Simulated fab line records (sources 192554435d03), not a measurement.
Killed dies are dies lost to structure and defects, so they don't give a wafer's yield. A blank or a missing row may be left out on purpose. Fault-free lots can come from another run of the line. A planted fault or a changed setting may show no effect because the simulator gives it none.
fab line records	flow n5-finfet	part 2 of 2: steps 5 to 6 of 6
record lots=18	wafers=54	last-day=20
route steps=1938 shown BEOL_M6@1210 BEOL_M7@1279
lots untouched by any fault: they come from a run of this same line in which no faults occurred
start-h: hours from the record's opening day to when the first of the lot's shown wafers began	wait-h: hours elapsed since this lot's preceding step	" identical to the entry in the row above	L1.1+2: a row that stands for several wafers	- no value, or no start was given	* or withheld: withheld	< > ~ a bound
route shown NAME@n: a module of which the file shows steps, and the number in the route of the first	usual: mean/standard deviation of fault-free wafers	same: alike in all rows	chamber/n: place in a boat	sites: the reading at each site	_std_site: standard deviation of those values	_edge_site: inner sites' mean taken away from outer sites' mean	radius-mm: for every site, how far away it sits from the centre of the wafer	mask NAME#n: copy n	behind: the most recent tool/chamber to have shaped the wafer	hold: why the lot went on hold/how many hours it stayed there/how the hold came to an end	device: names the non-switching transistor (n, p or np)	end of line: tests of these same wafers at the route's end	a step with no rows: only its recipe	killed: at the first sort, the dies lost to defects and structure; wafer yield is something else	map: a wafer's dies, x killed, . not, _ none there
set.NAME: setting as actually run; set.NAME@STEP: the setting as run at that earlier step	model.NAME: the simulator's own value behind a step, which no gauge read
a sample of lots followed through the steps of the route, with each step as a table and each wafer as a row
services: a tool's chamber out of use, with start hour (start-h, from the record's first day; less than 0 if before it), hours out, and reason
## steps
# step N5_BEOL_M7_HM_OPEN_17
# recipe chemistry=Cl2/BCl3	target-depth-a=200	overetch-a=60	target=TiN	mask-material=SOC	ion-energy-ev=150	pressure-mtorr=10	icp-w=1000	bias-w=126	Cl2_flow_sccm=53.25	bcl3-flow-sccm=21.75	Ar_flow_sccm=25
# usual bcl3-flow-sccm=21.75/0.065	chamber-pressure-mTorr=10.001/0.0092	drypump-motor-current-A=5.7/0.4	oes-product-au=0.69/0.07	throttle-valve-pct=22.10/0.15
lot.wafer	tool	chamber	start-h	wait-h	bcl3-flow-sccm	chamber-pressure-mTorr	drypump-motor-current-A	oes-product-au	rf-hours-counter-h	throttle-valve-pct
L074.1	rie-metal-03	1	216.12	0.0	21.63	10.014	5.8	0.66	50	22.03
L074.4	"	0	"	"	21.75	10.003	4.9	0.67	-	22.39
L074.6	"	1	"	"	21.81	10.008	5.8	0.66	-	22.03
L076.2	rie-metal-02	0	229.91	0.0	21.66	10.000	6.0	0.73	20	21.99
L076.3	"	0	"	"	21.68	10.005	6.0	0.73	-	22.01
L076.5	"	0	"	"	21.68	9.993	6.0	0.74	-	22.00
L075.1	rie-metal-02	1	230.17	0.0	21.69	10.009	5.5	0.58	82	22.10
L075.4	"	1	"	"	21.77	10.013	5.5	0.57	-	22.09
L075.5	"	0	"	"	21.78	10.004	6.0	0.74	-	21.99
L079.4	rie-metal-01	0	251.57	0.1	21.82	10.009	5.5	0.75	-	22.12
L079.5	"	1	"	"	21.76	9.999	6.2	0.80	-	21.88
L079.6	"	0	"	"	21.82	9.994	5.6	0.73	-	22.10
L077.1	rie-metal-01	1	251.68	0.0	21.69	9.993	6.2	0.81	2	21.87
L077.4	"	1	"	"	21.68	10.011	6.2	0.82	-	21.88
L077.5	"	1	"	"	21.78	9.996	6.2	0.80	-	21.89
L081.1	rie-metal-03	0	252.02	0.0	21.72	10.029	4.9	0.67	43	22.38
L081.4	"	0	"	"	21.78	10.011	4.9	0.67	-	22.37
L081.5	"	1	"	"	21.76	10.012	5.8	0.66	-	22.04
L080.2	rie-metal-02	0	257.75	0.0	21.79	10.006	6.0	0.73	23	22.00
L080.3	"	1	"	"	21.70	9.986	5.5	0.56	-	22.10
L080.6	"	0	"	"	21.75	10.001	6.0	0.73	-	22.00
L083.1	rie-metal-03	1	275.79	0.1	21.76	10.011	5.8	0.65	55	22.05
L083.4	"	1	"	"	21.70	10.018	5.8	0.65	-	22.06
L083.6	"	0	"	"	21.77	9.987	4.9	0.66	-	22.39
L084.2	rie-metal-03	0	291.23	0.0	21.85	9.997	4.9	0.65	47	22.40
L084.3	"	0	"	"	21.79	9.995	4.9	0.65	-	22.38
L084.5	"	0	"	"	21.79	9.992	5.0	0.66	-	22.37
L085.3	rie-metal-03	0	299.41	0.1	21.69	10.001	4.9	0.65	-	22.39
L085.4	"	1	"	"	21.75	9.999	5.9	0.63	-	22.08
L085.5	"	0	"	"	21.65	10.011	4.9	0.65	-	22.41
L086.1	rie-metal-03	1	299.63	0.0	21.79	10.002	5.8	0.64	57	22.06
L086.4	"	0	"	"	21.80	10.004	4.9	0.65	-	22.39
L086.5	"	0	"	"	21.77	10.004	4.9	0.65	-	22.40
L087.4	rie-metal-01	1	305.35	0.1	21.76	10.009	6.2	0.78	-	21.89
L087.5	"	1	"	"	21.78	9.996	6.2	0.79	-	21.90
L087.6	"	0	"	"	21.84	10.006	5.6	0.72	-	22.12
L090.1	rie-metal-02	1	323.69	0.0	21.78	10.000	5.5	0.56	92	22.12
L090.5	"	0	"	"	21.85	9.999	6.0	0.71	-	22.01
L090.6	"	1	"	"	21.77	10.006	5.5	0.55	-	22.10
L092.2	rie-metal-01	1	329.95	0.0	21.64	10.006	6.2	0.77	7	21.91
L092.4	"	1	"	"	21.69	9.989	6.2	0.76	-	21.93
L092.5	"	1	"	"	21.76	9.983	6.2	0.77	-	21.90
L094.2	rie-metal-01	0	342.07	0.0	21.73	9.998	5.6	0.70	20	22.15
L094.4	"	0	"	"	21.84	10.020	5.6	0.71	-	22.15
L094.5	"	0	"	"	21.83	9.999	5.6	0.70	-	22.15
L095.1	rie-metal-01	1	365.97	0.0	21.77	10.008	6.2	0.76	11	21.92
L095.3	"	1	"	"	21.65	9.994	6.2	0.76	-	21.89
L095.6	"	1	"	"	21.65	10.009	6.2	0.75	-	21.92
L096.2	rie-metal-03	0	368.27	0.0	21.77	9.998	4.9	0.65	54	22.38
L096.4	"	1	"	"	21.67	9.984	5.8	0.64	-	22.07
L096.6	"	0	"	"	21.73	10.020	5.0	0.64	-	22.42
L097.1	rie-metal-02	0	371.56	0.0	21.77	10.014	6.0	0.70	33	22.03
L097.2	"	1	"	"	21.79	9.996	5.5	0.55	96	22.12
L097.5	"	0	"	"	21.78	9.990	6.0	0.70	-	22.03
# step N5_BEOL_M7_ETCH_41
# recipe chemistry=CH3F/O2	target=SiCN	target-depth-a=319	taper-deg=2	time-s=57.8	ion-energy-ev=120	mask-material=TiN	pressure-mtorr=30	source-w=395	bias-w=75	Ar_flow_sccm=150	CH3F_flow_sccm=30	O2_flow_sccm=20
# usual CH3F_flow_sccm=29.99/0.09	O2_flow_sccm=19.99/0.057	chamber-pressure-mTorr=30.002/0.029	drypump-motor-current-A=5.6/0.54	oes-product-au=0.78/0.051	rf-vpp-V=297.4/1.4	showerhead-plenum-p-Torr=2.00/0.064	throttle-valve-pct=16.18/0.14
# same time-s=57.8
lot.wafer	tool	chamber	start-h	wait-h	CH3F_flow_sccm	O2_flow_sccm	chamber-pressure-mTorr	drypump-motor-current-A	oes-product-au	rf-hours-counter-h	rf-vpp-V	showerhead-plenum-p-Torr	throttle-valve-pct
L074.1	rie-diel-02	2	-	-	29.96	19.94	30.012	6.1	0.82	77	298.9	2.03	16.35
L074.4	"	3	"	"	29.77	19.96	30.018	4.8	0.82	73	295.0	1.93	16.00
L074.6	"	1	"	"	29.89	20.02	30.005	6.4	0.87	-	300.7	2.13	16.21
L076.2	rie-diel-05	1	-	-	29.91	19.94	30.015	6.0	0.73	170	297.2	1.99	16.08
L076.3	"	2	"	"	29.88	19.89	30.019	5.3	0.88	44	297.1	1.95	16.11
L076.5	"	2	"	"	30.03	20.05	29.993	5.3	0.89	-	296.4	1.96	16.11
L075.1	rie-diel-05	0	-	-	30.10	19.97	29.989	5.0	0.75	175	297.9	2.08	16.20
L075.4	"	1	"	"	30.16	20.06	30.051	6.0	0.73	170	298.5	1.99	16.10
L075.5	"	3	"	"	30.14	19.95	30.019	5.8	0.74	-	299.3	2.08	16.04
L077.1	rie-diel-02	0	-	-	29.98	20.07	29.969	5.8	0.79	114	297.1	2.02	16.02
L077.4	"	3	"	"	30.04	19.99	29.990	4.7	0.80	84	296.0	1.93	16.00
L077.5	"	3	"	"	29.91	19.99	29.999	4.7	0.81	-	295.8	1.93	16.01
L079.4	rie-diel-05	2	-	-	30.01	20.07	29.995	5.3	0.87	50	295.0	1.95	16.12
L079.5	"	3	"	"	30.09	20.03	30.033	5.8	0.73	-	299.8	2.07	16.04
L079.6	"	2	"	"	30.00	20.07	29.948	5.3	0.87	-	295.7	1.95	16.13
L081.1	rie-diel-06	3	-	-	29.98	20.03	29.974	5.8	0.78	127	296.9	1.93	16.48
L081.4	"	3	"	"	30.01	20.07	29.981	5.8	0.78	-	295.4	1.93	16.49
L081.5	"	1	"	"	29.78	20.03	30.021	5.2	0.79	-	295.4	1.93	16.26
L080.2	rie-diel-05	2	-	-	29.95	19.99	29.995	5.3	0.87	51	296.0	1.95	16.14
L080.3	"	1	"	"	30.01	20.02	29.983	6.0	0.74	177	296.4	1.99	16.10
L080.6	"	3	"	"	29.86	20.00	30.048	5.8	0.73	-	300.1	2.07	16.05
L083.1	rie-diel-05	0	-	-	29.99	20.09	30.008	5.0	0.73	188	297.5	2.07	16.24
L083.4	"	1	"	"	30.05	20.09	30.010	6.0	0.72	181	298.0	1.98	16.12
L083.6	"	1	"	"	30.02	19.98	30.030	5.9	0.74	-	299.0	1.98	16.12
L084.2	rie-diel-05	2	-	-	29.86	19.97	29.945	5.3	0.86	60	296.8	1.95	16.15
L084.3	"	1	"	"	29.97	20.08	30.024	6.0	0.72	184	297.4	1.98	16.13
L084.5	"	3	"	"	30.06	19.88	29.989	5.8	0.72	-	298.6	2.07	16.07
L086.1	rie-diel-05	2	-	-	30.18	19.90	30.027	5.3	0.86	62	296.4	1.95	16.18
L086.4	"	1	"	"	29.91	19.93	29.985	6.0	0.72	-	297.3	1.98	16.13
L086.5	"	3	"	"	29.90	20.03	29.996	5.8	0.72	-	298.8	2.07	16.07
L085.3	rie-diel-02	3	-	-	29.96	20.01	30.008	4.7	0.80	97	296.4	1.93	16.03
L085.4	"	1	"	"	29.93	19.99	30.015	6.4	0.83	67	298.4	2.12	16.25
L085.5	"	3	"	"	29.83	19.94	29.979	4.7	0.80	-	296.0	1.93	16.04
L087.4	rie-diel-02	2	-	-	29.90	19.93	30.008	6.1	0.79	104	298.9	2.02	16.42
L087.5	"	3	"	"	29.90	19.90	29.961	4.8	0.80	-	295.6	1.92	16.05
L087.6	"	0	"	"	29.93	19.98	30.012	5.8	0.78	-	297.0	2.02	16.05
L090.1	rie-diel-05	2	-	-	29.89	19.95	29.994	5.3	0.85	70	296.5	1.95	16.19
L090.5	"	2	"	"	29.83	19.96	30.064	5.3	0.85	-	296.2	1.95	16.17
L090.6	"	1	"	"	29.97	20.03	29.996	6.0	0.72	-	296.9	1.98	16.15
L092.2	rie-diel-02	0	-	-	29.96	20.05	30.063	5.7	0.77	137	296.0	2.01	16.07
L092.4	"	3	"	"	29.86	19.97	29.974	4.7	0.78	109	295.5	1.92	16.06
L092.5	"	3	"	"	29.97	19.99	29.976	4.8	0.78	-	296.4	1.92	16.07
L094.2	rie-diel-06	3	-	-	30.08	19.98	29.939	5.8	0.74	158	296.3	1.92	16.54
L094.4	"	0	"	"	29.97	20.07	29.961	6.2	0.95	14	296.4	1.97	15.81
L094.5	"	3	"	"	30.03	20.02	30.067	5.8	0.74	-	295.6	1.92	16.57
L095.1	rie-diel-05	2	-	-	30.13	19.94	30.015	5.3	0.83	82	296.1	1.94	16.19
L095.3	"	3	"	"	30.12	19.96	30.023	5.8	0.71	200	299.2	2.06	16.11
L095.6	"	3	"	"	29.97	20.04	30.020	5.8	0.71	-	299.2	2.06	16.11
L096.2	rie-diel-02	1	-	-	30.07	19.99	29.994	6.4	0.80	90	299.1	2.11	16.29
L096.4	"	0	"	"	30.12	20.01	29.999	5.8	0.76	149	297.2	2.01	16.08
L096.6	"	0	"	"	30.06	19.88	30.063	5.8	0.77	-	297.5	2.01	16.08
L097.1	rie-diel-02	1	-	-	29.99	20.03	29.961	6.4	0.79	91	299.0	2.11	16.30
L097.2	"	0	"	"	29.97	20.04	30.039	5.8	0.77	149	297.3	2.01	16.08
L097.5	"	0	"	"	29.95	20.01	29.959	5.7	0.76	-	298.6	2.01	16.10
## services
tool	chamber	start-h	hours	kind
rie-diel-02	0	191.16	13.6	repair
rie-diel-01	0	264.71	3.7	repair
rie-diel-05	1	268.62	5.2	repair
rie-metal-03	-	270.81	0.8	repair
rie-metal-01	-	272.06	14.6	pm
rie-diel-04	1	294.03	23.1	repair
rie-diel-05	0	295.90	7.5	repair
rie-metal-03	-	304.74	1.1	repair
rie-diel-02	-	306.21	0.9	repair
rie-diel-05	-	311.94	4.3	pm
rie-diel-03	2	313.71	-	clean
rie-diel-03	2	313.71	-	consumable-replace:focus-ring
rie-diel-03	2	313.71	-	consumable-replace:showerhead
rie-diel-03	2	313.71	17.9	scheduled-down
rie-diel-03	2	313.71	17.9	vent-cycle
rie-diel-06	0	313.92	13.7	repair
rie-metal-02	-	314.59	0.5	repair
rie-diel-03	3	331.61	-	clean
rie-diel-03	3	331.61	-	consumable-replace:focus-ring
rie-diel-03	3	331.61	20.4	scheduled-down
rie-diel-03	3	331.61	20.4	vent-cycle
rie-diel-05	-	332.69	0.7	repair
rie-metal-02	-	332.92	2.8	pm
rie-diel-03	-	353.27	4.3	pm
